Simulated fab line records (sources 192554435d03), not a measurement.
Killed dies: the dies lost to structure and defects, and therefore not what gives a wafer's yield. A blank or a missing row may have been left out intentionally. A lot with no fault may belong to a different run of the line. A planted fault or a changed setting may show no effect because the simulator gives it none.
fab line records || flow n5Finfet
record: {"lots": 4, "wafers": 12, "lastDay": 17}
route steps=1938 shown BEOL_M10@1527 BEOL_M11@1536
lots with no fault: from the same line, run without faults
startH: the number of hours between the record's first day and the start of the first shown wafer of the lot || waitH: how many hours have passed since the lot's step before this one || " the same as in the row above || L1.1+2: one row covering several wafers at once || - no value present, or no start provided || * or withheld: withheld || < > ~ a bound
route shown NAME@n: a module of which the file shows steps, and the number in the route of the first || usual: mean/standard deviation of fault-free wafers || same: alike in all rows || chamber/n: place in a boat || sites: the reading at each site || _std_site: standard deviation across them || _edge_site: the outer-site mean with the inner-site mean subtracted || radiusMm: for every site, how far away it sits from the centre of the wafer || mask NAME#n: copy n || behind: tool/chamber where the wafer was last shaped || hold: cause of the lot's hold/its duration in hours/its outcome || device: the transistor (n, p or np) that didn't switch || end of line: tests of these same wafers at the route's end || where a step has no rows: the recipe by itself || killed: count of dies lost to structure and defects at first sort (not the wafer's yield) || map: a wafer's dies, marking killed ones x, the rest . and places with no die _
set.NAME: the run value of the setting; set.NAME@STEP: its run value at that earlier step || model.NAME: the simulator's own value behind a step, which no gauge read
lots at selected steps of the route; one table per step, one row per wafer
services: the hour from which a tool's chamber was out of use, counted from the record's first day as startH (under 0 if before that day), plus the number of hours and why
== steps ==
step: N5_BEOL_M10_SPUTTER_48
recipe: {"material": "Cu", "targetThkA": 120, "tempC": -20, "biasV": 60, "powerW": 26000, "chamberPressurePa": 0.13, "timeS": 2}
step: N5_BEOL_M10_ECD_50
recipe: {"material": "Cu", "targetThkA": 3180}
step: N5_BEOL_M10_ANNEAL_51
recipe: {"tempC": 225, "timeS": 90, "ambient": "N2"}
step: N5_BEOL_M10_CMP_52
recipe: {"stopOn": "SiCOH_lowk", "tOverpolishS": 7, "downForcePsi": 1, "platenRpm": 50, "clearingPlatenDownForcePsi": 1.5, "clearingPlatenRpm": 50, "postCmpClean": "cuAlkaline", "targetThkNm": 140, "clearingPlatenPadVelocityMS": 0.99484, "padVelocityMS": 0.99484}
step: N5_BEOL_M10_PRE_CLEAN_55
recipe: {"gas": "NH3", "timeS": 15, "tempC": "withheld", "rfPowerW": 300}
step: N5_BEOL_M10_DEP_56
recipe: {"material": "SiCN", "targetThkA": 150, "tempC": "withheld", "precursor": "3MS/NH3", "pressureTorr": 3, "rfW": 202, "timeS": 26.5}
step: N5_BEOL_M11_ILD_DEP_00
recipe: {"material": "SiCOH_lowk", "targetThkA": 3085.1, "tempC": 300, "precursor": "DEMS/porogen", "pressureTorr": 5, "rfW": 500, "timeS": 58}
step: N5_BEOL_M11_CURE_71
recipe: {"tempC": 385, "timeS": 240, "ambient": "He/Ar", "material": "SiCOH_lowk"}
step: N5_BEOL_M11_PECVD_70
recipe: {"material": "SiO2", "targetThkA": 200, "tempC": 400, "precursor": "TEOS/O2", "pressureTorr": 5.5, "rfW": 450, "teosFlowSccm": 53.8, "gas": "O2", "flowSccm": 3000, "timeS": 22.7}
usual: {"heaterPowerW": "697/110", "showerheadPlenumPTorr": "8.82/0.065", "showerheadVppV": "1315/63", "susceptorTempC": "400.00/0.23", "throttleValvePct": "22.6/1.2"}
{"lot.wafer": "L358.1", "tool": "pecvd-03", "chamber": 1, "startH": 270.16, "waitH": 0.0, "heaterPowerW": 617, "showerheadPlenumPTorr": 8.91, "showerheadVppV": 1328, "susceptorTempC": 400.17, "throttleValvePct": 24.0, "model.SiO2_of_BEOL_M11_PECVD_70.thkNm": 20}
{"lot.wafer": "L358.4", "tool": "pecvd-03", "chamber": 0, "startH": 270.16, "waitH": 0.0, "heaterPowerW": 813, "showerheadPlenumPTorr": 8.93, "showerheadVppV": 1266, "susceptorTempC": 400.16, "throttleValvePct": 23.1, "model.SiO2_of_BEOL_M11_PECVD_70.thkNm": 20}
{"lot.wafer": "L358.5", "tool": "pecvd-03", "chamber": 2, "startH": 270.16, "waitH": 0.0, "heaterPowerW": 722, "showerheadPlenumPTorr": 8.74, "showerheadVppV": 1262, "susceptorTempC": 400.04, "throttleValvePct": 20.7, "model.SiO2_of_BEOL_M11_PECVD_70.thkNm": 20.4}
{"lot.wafer": "L364.2", "tool": "pecvd-02", "chamber": 0, "startH": 299.92, "waitH": 0.0, "heaterPowerW": 1021, "showerheadPlenumPTorr": 8.83, "showerheadVppV": 1320, "susceptorTempC": 399.96, "throttleValvePct": 21.8, "model.SiO2_of_BEOL_M11_PECVD_70.thkNm": 20}
{"lot.wafer": "L364.5", "tool": "pecvd-02", "chamber": 2, "startH": 299.92, "waitH": 0.0, "heaterPowerW": 680, "showerheadPlenumPTorr": 8.77, "showerheadVppV": 1288, "susceptorTempC": 399.79, "throttleValvePct": 22.1, "model.SiO2_of_BEOL_M11_PECVD_70.thkNm": 19.8}
{"lot.wafer": "L364.6", "tool": "pecvd-02", "chamber": 0, "startH": 299.92, "waitH": 0.0, "heaterPowerW": 983, "showerheadPlenumPTorr": 8.85, "showerheadVppV": 1305, "susceptorTempC": 399.96, "throttleValvePct": 22.1, "model.SiO2_of_BEOL_M11_PECVD_70.thkNm": 20.2}
{"lot.wafer": "L369.2", "tool": "pecvd-02", "chamber": 2, "startH": 334.75, "waitH": 0.0, "heaterPowerW": 789, "showerheadPlenumPTorr": 8.79, "showerheadVppV": 1289, "susceptorTempC": 415.90, "throttleValvePct": 22.1, "model.SiO2_of_BEOL_M11_PECVD_70.thkNm": 17.8}
{"lot.wafer": "L369.4", "tool": "pecvd-02", "chamber": 1, "startH": 334.75, "waitH": 0.0, "heaterPowerW": 709, "showerheadPlenumPTorr": 8.81, "showerheadVppV": 1295, "susceptorTempC": 416.20, "throttleValvePct": 24.1, "model.SiO2_of_BEOL_M11_PECVD_70.thkNm": 18}
{"lot.wafer": "L369.5", "tool": "pecvd-02", "chamber": 0, "startH": 334.75, "waitH": 0.0, "heaterPowerW": 1115, "showerheadPlenumPTorr": 8.82, "showerheadVppV": 1316, "susceptorTempC": 416.22, "throttleValvePct": 22.2, "model.SiO2_of_BEOL_M11_PECVD_70.thkNm": 18.2}
{"lot.wafer": "L374.1", "tool": "pecvd-02", "chamber": 0, "startH": 358.38, "waitH": 0.0, "heaterPowerW": 1057, "showerheadPlenumPTorr": 8.83, "showerheadVppV": 1328, "susceptorTempC": 416.32, "throttleValvePct": 22.1, "model.SiO2_of_BEOL_M11_PECVD_70.thkNm": 17.6}
{"lot.wafer": "L374.2", "tool": "pecvd-02", "chamber": 2, "startH": 358.38, "waitH": 0.0, "heaterPowerW": 787, "showerheadPlenumPTorr": 8.79, "showerheadVppV": 1295, "susceptorTempC": 416.02, "throttleValvePct": 22.2, "model.SiO2_of_BEOL_M11_PECVD_70.thkNm": 17.6}
{"lot.wafer": "L374.3", "tool": "pecvd-02", "chamber": 1, "startH": 358.38, "waitH": 0.0, "heaterPowerW": 712, "showerheadPlenumPTorr": 8.80, "showerheadVppV": 1363, "susceptorTempC": 415.91, "throttleValvePct": 23.9, "model.SiO2_of_BEOL_M11_PECVD_70.thkNm": 17.6}
step: N5_BEOL_M11_HM_DEP_02
recipe: {"material": "TiN", "targetThkA": 200, "tempC": 25, "chamberPressurePa": 0.49996}
step: N5_BEOL_M11_COAT_59
recipe: {"resist": "SOC", "tempC": 250, "timeS": 60, "spinRpm": 1500, "resistThkNm": 100}
step: N5_BEOL_M11_COAT_60
recipe: {"resist": "SiARC", "tempC": 220, "timeS": 60, "spinRpm": 1500, "resistThkNm": 30}
step: N5_BEOL_M11_COAT_05
recipe: {"resist": "CAR-ArF", "spinRpm": 1500, "resistThkNm": 90}
step: N5_BEOL_M11_EBR_07
recipe: {"solvent": "PGMEA", "ebrWidthMm": 1.5}
step: N5_BEOL_M11_SOFTBAKE_06
recipe: {"tempC": 110, "timeS": 60, "resist": "CAR-ArF"}
step: N5_BEOL_M11_EXPOSE_08
recipe: {"maskId": "M11", "na": 1.35, "sourceShape": "dipole", "sigmaInner": 0.411, "sigmaOuter": 0.611, "polarization": "te", "doseMj": 53.75}
step: N5_BEOL_M11_PEB_09
recipe: {"pebTempC": "withheld", "pebTimeS": 60, "resist": "CAR-ArF"}
step: N5_BEOL_M11_DEVELOP_10
recipe: {"developTimeS": 30, "developer": "TMAH", "resist": "CAR-ArF", "rinseLiquid": "diw", "dry": "airSpin", "devTempC": 23}
step: N5_BEOL_M11_DESCUM_16
recipe: {"chemistry": "O2", "timeS": 7.9, "sourcePowerW": 50, "biasPowerW": 20, "pressureMtorr": 20, "rfFrequencyHz": 2.712e+07, "tempC": 40, "resist": "CAR-ArF", "o2FlowSccm": 225}
step: N5_BEOL_M11_ETCH_61
recipe: {"chemistry": "CF4", "target": "SiARC", "targetDepthA": 390, "maskMaterial": "CAR-ArF", "timeS": 65, "ionEnergyEv": 80, "pressureMtorr": 40, "sourceW": 545, "biasW": 36, "Ar_flow_sccm": 100, "cf4FlowSccm": 100, "ends": "cleared"}
step: N5_BEOL_M11_ETCH_62
recipe: {"chemistry": "N2/H2", "target": "SOC", "targetDepthA": 1100, "overetchA": 220, "maskMaterial": "SiARC", "tempC": 40, "timeS": 165, "ionEnergyEv": 200, "pressureMtorr": 30, "sourceW": 840, "biasW": 150, "n2FlowSccm": 200, "h2FlowSccm": 200}
step: N5_BEOL_M11_STRIP_68
recipe: {"chemistry": "N2/H2", "tempC": 40, "n2FlowSccm": 200, "h2FlowSccm": 200, "rfFrequencyHz": 6e+07}
step: N5_BEOL_M11_STRIP_67
recipe: {"chemistry": "CF4", "resist": "SiARC", "powerW": 300, "biasPowerW": 75, "pressureMtorr": 50, "cf4FlowSccm": 150, "rfFrequencyHz": 6e+07}
step: N5_BEOL_M11_HM_OPEN_17
recipe: {"chemistry": "Cl2/BCl3", "targetDepthA": 200, "overetchA": 60, "target": "TiN", "maskMaterial": "SOC", "ionEnergyEv": 150, "pressureMtorr": 10, "icpW": 1000, "biasW": 126, "Cl2_flow_sccm": 53.25, "bcl3FlowSccm": 21.75, "Ar_flow_sccm": 25}
step: N5_BEOL_M11_STRIP_19
recipe: {"chemistry": "O2", "powerW": 400, "tempC": 40, "pressureMtorr": 30, "rfFrequencyHz": 6e+07, "biasPowerW": 0, "overashFraction": 0.2, "o2FlowSccm": 225}
step: N5_BEOL_M11_COAT_63
recipe: {"resist": "SOC", "tempC": 250, "timeS": 60, "spinRpm": 1500, "resistThkNm": 100}
step: N5_BEOL_M11_COAT_64
recipe: {"resist": "SiARC", "tempC": 220, "timeS": 60, "spinRpm": 1500, "resistThkNm": 30}
step: N5_BEOL_M11_COAT_22
recipe: {"resist": "CAR-ArF", "spinRpm": 1500, "resistThkNm": 90}
step: N5_BEOL_M11_EBR_24
recipe: {"solvent": "PGMEA", "ebrWidthMm": 1.5}
step: N5_BEOL_M11_SOFTBAKE_23
recipe: {"tempC": 110, "timeS": 60, "resist": "CAR-ArF"}
step: N5_BEOL_M11_EXPOSE_25
recipe: {"maskId": "V10", "na": 1.35, "sourceShape": "annular", "sigmaInner": 0.5, "sigmaOuter": 0.8, "polarization": "unpolarized", "doseMj": 85.5}
step: N5_BEOL_M11_PEB_26
recipe: {"pebTempC": "withheld", "pebTimeS": 60, "resist": "CAR-ArF"}
step: N5_BEOL_M11_DEVELOP_27
recipe: {"developTimeS": 30, "developer": "TMAH", "resist": "CAR-ArF", "rinseLiquid": "diw", "dry": "airSpin", "devTempC": 23}
step: N5_BEOL_M11_HM_STRIP_39
recipe: {"chemistry": "peroxideTinStrip", "material": "TiN", "targetDepthA": 250, "tempC": 50, "timeS": 158}
{"lot.wafer": "L358.1", "tool": "wetBench-01", "chamber": 0, "startH": 273.61, "waitH": 0.0, "model.SiO2_of_BEOL_M11_PECVD_70.thkNm": 19.8}
{"lot.wafer": "L358.4", "tool": "wetBench-01", "chamber": 3, "startH": 273.61, "waitH": 0.0, "model.SiO2_of_BEOL_M11_PECVD_70.thkNm": 20}
{"lot.wafer": "L358.5", "tool": "wetBench-01", "chamber": 4, "startH": 273.61, "waitH": 0.0, "model.SiO2_of_BEOL_M11_PECVD_70.thkNm": 20.2}
{"lot.wafer": "L364.2", "tool": "wetBench-01", "chamber": 4, "startH": 303.89, "waitH": 0.0, "model.SiO2_of_BEOL_M11_PECVD_70.thkNm": 19.8}
{"lot.wafer": "L364.5", "tool": "wetBench-01", "chamber": 5, "startH": 303.89, "waitH": 0.0, "model.SiO2_of_BEOL_M11_PECVD_70.thkNm": 19.6}
{"lot.wafer": "L364.6", "tool": "wetBench-01", "chamber": 1, "startH": 303.89, "waitH": 0.0, "model.SiO2_of_BEOL_M11_PECVD_70.thkNm": 20}
{"lot.wafer": "L369.2", "tool": "wetBench-01", "chamber": 0, "startH": 340.06, "waitH": 0.0, "model.SiO2_of_BEOL_M11_PECVD_70.thkNm": 17.6}
{"lot.wafer": "L369.4+5", "tool": "wetBench-01", "chamber": "5,6", "startH": 340.06, "waitH": 0.0, "model.SiO2_of_BEOL_M11_PECVD_70.thkNm": 18}
{"lot.wafer": "L374.1+2+3", "tool": "wetBench-06", "chamber": "0,3,5", "startH": 361.63, "waitH": 0.0, "model.SiO2_of_BEOL_M11_PECVD_70.thkNm": 17.4}
step: N5_BEOL_M11_CMP_52
recipe: {"stopOn": "SiCOH_lowk", "tOverpolishS": 7, "downForcePsi": 1, "platenRpm": 50, "clearingPlatenDownForcePsi": 1.5, "clearingPlatenRpm": 50, "postCmpClean": "cuAlkaline", "targetThkNm": 140, "clearingPlatenPadVelocityMS": 0.99484, "padVelocityMS": 0.99484}
usual: {"barrierFieldEndpointS": "28.9/0.8", "motorCurrentA": "5.9/0.54", "padLifeWafers": "1080/660"}
{"lot.wafer": "L358.4", "tool": "cmp-03", "chamber": 2, "startH": 276.58, "waitH": 0.1, "barrierFieldEndpointS": 29.0, "motorCurrentA": 6.2, "padLifeWafers": 264}
{"lot.wafer": "L358.1", "tool": "cmp-03", "chamber": 0, "startH": 276.58, "waitH": 0.1, "barrierFieldEndpointS": 28.1, "motorCurrentA": 7.0, "padLifeWafers": 266}
{"lot.wafer": "L358.5", "tool": "cmp-03", "chamber": 3, "startH": 276.58, "waitH": 0.1, "barrierFieldEndpointS": 28.3, "motorCurrentA": 5.3, "padLifeWafers": "-"}
{"lot.wafer": "L364.2", "tool": "cmp-03", "chamber": 1, "startH": 306.29, "waitH": 0.3, "barrierFieldEndpointS": 29.4, "motorCurrentA": 5.7, "padLifeWafers": 518}
{"lot.wafer": "L364.6", "tool": "cmp-03", "chamber": 3, "startH": 306.29, "waitH": 0.3, "barrierFieldEndpointS": 27.9, "motorCurrentA": 5.6, "padLifeWafers": "-"}
{"lot.wafer": "L364.5", "tool": "cmp-03", "chamber": 0, "startH": 306.29, "waitH": 0.3, "barrierFieldEndpointS": 27.9, "motorCurrentA": 6.9, "padLifeWafers": "-"}
{"lot.wafer": "L369.4", "tool": "cmp-03", "chamber": 3, "startH": 342.43, "waitH": 0.1, "barrierFieldEndpointS": 26.2, "motorCurrentA": 5.4, "padLifeWafers": 804}
{"lot.wafer": "L369.2", "tool": "cmp-03", "chamber": 0, "startH": 342.43, "waitH": 0.1, "barrierFieldEndpointS": 25.0, "motorCurrentA": 6.8, "padLifeWafers": 805}
{"lot.wafer": "L369.5", "tool": "cmp-03", "chamber": 0, "startH": 342.43, "waitH": 0.1, "barrierFieldEndpointS": 25.9, "motorCurrentA": 6.7, "padLifeWafers": "-"}
{"lot.wafer": "L374.2", "tool": "cmp-04", "chamber": 3, "startH": 364.19, "waitH": 0.2, "barrierFieldEndpointS": 27.8, "motorCurrentA": 5.9, "padLifeWafers": 1921}
{"lot.wafer": "L374.1", "tool": "cmp-04", "chamber": 0, "startH": 364.19, "waitH": 0.2, "barrierFieldEndpointS": 26.8, "motorCurrentA": 5.9, "padLifeWafers": 1922}
{"lot.wafer": "L374.3", "tool": "cmp-04", "chamber": 1, "startH": 364.19, "waitH": 0.2, "barrierFieldEndpointS": 26.8, "motorCurrentA": 4.7, "padLifeWafers": 1923}
== services ==
{"tool": "pecvd-02", "chamber": 2, "startH": 249.49, "hours": 2.1, "kind": "scheduledDown"}
{"tool": "cmp-03", "chamber": "-", "startH": 265.33, "hours": 1.6, "kind": "repair"}
{"tool": "pecvd-03", "chamber": 0, "startH": 275.91, "hours": 7.4, "kind": "repair"}
{"tool": "pecvd-03", "chamber": 0, "startH": 294.35, "hours": 16.5, "kind": "scheduledDown"}
{"tool": "pecvd-03", "chamber": 1, "startH": 301.75, "hours": 6.2, "kind": "repair"}
{"tool": "cmp-03", "chamber": "-", "startH": 306.77, "hours": 5.1, "kind": "pm"}
{"tool": "pecvd-02", "chamber": "-", "startH": 308.21, "hours": 5.5, "kind": "pm"}
{"tool": "pecvd-03", "chamber": 2, "startH": 359.71, "hours": 16.5, "kind": "scheduledDown"}
== key ==
firstSign: {"step": "N5_BEOL_M11_PECVD_70", "reading": "susceptorTempC", "direction": "up", "sigmas": 71, "usual": "*", "struck": "*"}
effect: {"step": "N5_BEOL_M11_PECVD_70", "reading": "heaterPowerW", "direction": "up", "sigmas": 1.4, "usual": "*", "struck": "*"}
effect: {"step": "N5_BEOL_M11_CMP_52", "reading": "barrierFieldEndpointS", "direction": "down", "sigmas": 3.2, "usual": 28.9, "struck": 26.4}
modelEffect: {"step": "N5_BEOL_M11_PECVD_70", "value": "SiO2_of_BEOL_M11_PECVD_70.thkNm", "without": 20, "struck": 17.8}
modelEffect: {"step": "N5_BEOL_M11_HM_STRIP_39", "value": "SiO2_of_BEOL_M11_PECVD_70.thkNm", "without": 19.83, "struck": 17.63}
metAt N5_BEOL_M11_PECVD_70
struckWafers L369.2,L369.4,L369.5,L374.1,L374.2,L374.3
onsetBetween 299.92 334.75
fault: {"kind": "processParameterDrift", "tool": "pecvd-02", "chamber": "-", "onsetH": 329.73, "steps": "N5_BEOL_M11_PECVD_70", "channel": "tempC", "offset": "*", "shape": "step", "endH": 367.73, "actsIn": "*", "stated": "*"}
